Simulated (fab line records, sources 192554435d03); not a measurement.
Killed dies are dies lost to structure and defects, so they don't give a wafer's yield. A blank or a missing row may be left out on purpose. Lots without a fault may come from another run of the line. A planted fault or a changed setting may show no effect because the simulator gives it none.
A struck lot beside a sound one | flow n5_finfet | 38 steps out of a route of 1938
Sound: wafers L137.2, L137.3, L137.4. Struck: wafer L135.5. (L135.3, L135.4 of the same lot were not struck and are left out.) The cause comes at the end.
At each step with rows: each side's tool, then ch and its chambers, then its first start. Under that, the readings that differ: sound wafers | struck wafers | difference of the means | sigmas: that difference in standard deviations of wafers without a fault.
alike: readings whose means differ by less than 2 such deviations, and words and numbers that are the same on both sides. not compared: withheld readings, readings that some wafer has no value for, bounds like >300 that may hide the same value, and numbers for which the record gives no deviation and whose values overlap.
The two part at a step that has a row with sigmas, a row that says differs or no value, or rows on one side only. Numbers that don't overlap but have no deviation are shown without sigmas and don't part them. A reading that every wafer of one side lacks parts them only if that side has two wafers or more.

first, 9 steps without rows for these wafers: N5_BEOL_M4_ANNEAL_95 (time 240 s); N5_BEOL_M4_SPUTTER_96 (material Cu, target thk 4.5 nm, time 8.29 s); N5_BEOL_M4_ECD_50 (material Cu, target thk 300 nm); N5_BEOL_M4_ANNEAL_51 (time 90 s); N5_BEOL_M4_CMP_52 (polishes, stops on SiOC, t overpolish 6.8 s, target thk 40 nm); N5_BEOL_M4_PRE_CLEAN_60 (time 15 s); N5_BEOL_M4_CO_CAP_55 (material Co, precursor CCTBA/H2, target thk 2 nm, time 102.1 s); N5_BEOL_M4_PRE_CLEAN_56 (time 15 s); N5_BEOL_M4_DEP_57 (deposits SiCN from 3MS/NH3, target thk 8 nm, time 14 s).
N5_BEOL_M4_RC_MEAS_101:
  sound on prober-01 ch 0, day 13 05:08; struck on prober-01 ch 0, day 12 17:04
  reading        | sound          | struck | difference | sigmas
  DIBL_P (mV/V)  | 37.2 43.4 43.6 | 36.2   | -5.2       | -2
  IOFF_N (nA/um) | 0.17 0.33 0.31 | 0.17   | -0.10      | -2
  SS_N (mV/dec)  | 71.2 73.3 73.4 | 71.0   | -1.6       | -2
  alike: DIBL_N, IOFF_P, ION_N, ION_P, SS_P, VT_N, VT_P
then, 24 steps without rows for these wafers: N5_BEOL_M5_ILD_DEP_00 (deposits SiCOH lowk from DEMS/porogen, target thk 140.64 nm, time 25.9 s); N5_BEOL_M5_CURE_79 (cures SiCOH lowk, time 240 s); N5_BEOL_M5_PECVD_70 (deposits SiO2 from TEOS/O2, target thk 16 nm, time 18 s); N5_BEOL_M5_HM_DEP_02 (deposits TiN, target thk 20 nm); N5_BEOL_M5_COAT_59 (time 60 s, resist thk 60 nm); N5_BEOL_M5_COAT_60 (time 60 s, resist thk 12 nm); N5_BEOL_M5_COAT_71 (time 60 s, resist thk 5 nm); N5_BEOL_M5_COAT_05 (resist thk 30 nm); N5_BEOL_M5_EBR_07; N5_BEOL_M5_SOFTBAKE_06 (time 60 s); N5_BEOL_M5_EXPOSE_08 (exposes mask M5, target cd 28 nm); N5_BEOL_M5_PEB_09 (peb time 60 s); N5_BEOL_M5_DEVELOP_10 (develop time 30 s); N5_BEOL_M5_DESCUM_16 (chemistry O2, time 7 s); N5_BEOL_M5_ETCH_72 (etches underlayer in N2/H2, target depth 6.5 nm, time 5.2 s); N5_BEOL_M5_ETCH_61 (etches SiARC in CF4, target depth 15.6 nm, time 26 s); N5_BEOL_M5_ETCH_62 (etches SOC in N2/H2, target depth 75 nm, overetch 15 nm, time 112.5 s); N5_BEOL_M5_STRIP_63 (strips in N2/H2); N5_BEOL_M5_STRIP_73 (strips in N2/H2); N5_BEOL_M5_STRIP_64 (strips in CF4); N5_BEOL_M5_HM_OPEN_17 (chemistry Cl2/BCl3, target TiN, target depth 20 nm, overetch 6 nm); N5_BEOL_M5_STRIP_19 (strips in O2); N5_BEOL_M5_COAT_65 (time 60 s, resist thk 60 nm); N5_BEOL_M5_COAT_66 (time 60 s, resist thk 12 nm).
N5_BEOL_M8_ILD_DEP_00: deposits SiCOH lowk from DEMS/porogen, target thk 179.75 nm, time 33.4 s.
  sound on pecvd-02 ch 0,2, day 14 07:07; struck on pecvd-01 ch 0, day 14 00:37
  reading                                            | sound             | struck | difference | sigmas
  model.SiCOH_lowk_of_BEOL_M8_ILD_DEP_00.thk_nm (nm) | 177.4 176.2 181.4 | 309.2  | +130.9     |
  alike: heater_power_w, showerhead_plenum_p_Torr, throttle_valve_pct
N5_BEOL_M8_THK_MEAS_01:
  sound on film_metro-02, day 14 08:32; struck on film_metro-02, day 14 01:46
  reading         | sound             | struck | difference | sigmas
  M8_ILD_THK (nm) | 152.9 151.9 156.4 | 268.8  | +115.1     | +61
N5_BEOL_M8_CMP_52: polishes, stops on SiCOH lowk, t overpolish 6.9 s, target thk 80 nm.
  sound on cmp-03 ch 0,1,2, day 14 16:05; struck on cmp-04 ch 3, day 14 06:24
  reading                                            | sound           | struck | difference | sigmas
  model.SiCOH_lowk_of_BEOL_M8_ILD_DEP_00.thk_nm (nm) | 149.8 149 153.4 | 265.6  | +114.9     |
  alike: head_pressure_psi, motor_current_A
-- the record jumps here: 3 days lie between the struck wafers' starts before and after (it left off in module BEOL_M8 and takes up again in module PASSIVATION, whose first step shown is number 1936 of the route) --
N5_PASSIVATION_PROBE_49:
  sound on prober-01, day 17 13:19; struck on prober-01, day 16 22:35
  reading                  | sound          | struck | difference | sigmas
  defect_limited_yield (%) | 92.4 92.1 93.4 | 0      | -93        | -66
  killed_at_M4_up          | 18 14 12       | 1042   | +1027      | +99 or more
  killed_at_front_end      | 42 44 29       | 84     | +46        | +3
  killed_dies              | 90 93 78       | 1180   | +1093      | +64
  killed_on_rim            | 12 9 6         | 152    | +143       | +36
  killed_open              | 57 56 46       | 107    | +54        | +4
  sort_bin_4_leakage (%)   | 0 1.27 0.76    | 0      | -1         | -4
  sort_bin_5_function (%)  | 4.8 4.6 3.9    | 94.1   | +89.7      | +99 or more
  sort_bin_6_memory (%)    | 2.7 2.9 2.5    | 5.6    | +2.9       | +4
  sort_n_pass              | 1090 1072 1093 | 0      | -1085      | -64
  sort_yield_pct (%)       | 92.4 90.8 92.6 | 0      | -92        | -66
  alike: killed_at_M0_to_M3, killed_at_contacts, killed_at_other, killed_short

WHERE THEY PART
First at N5_BEOL_M4_RC_MEAS_101; last, within this record, at N5_PASSIVATION_PROBE_49.

WHY: what the simulator had put in
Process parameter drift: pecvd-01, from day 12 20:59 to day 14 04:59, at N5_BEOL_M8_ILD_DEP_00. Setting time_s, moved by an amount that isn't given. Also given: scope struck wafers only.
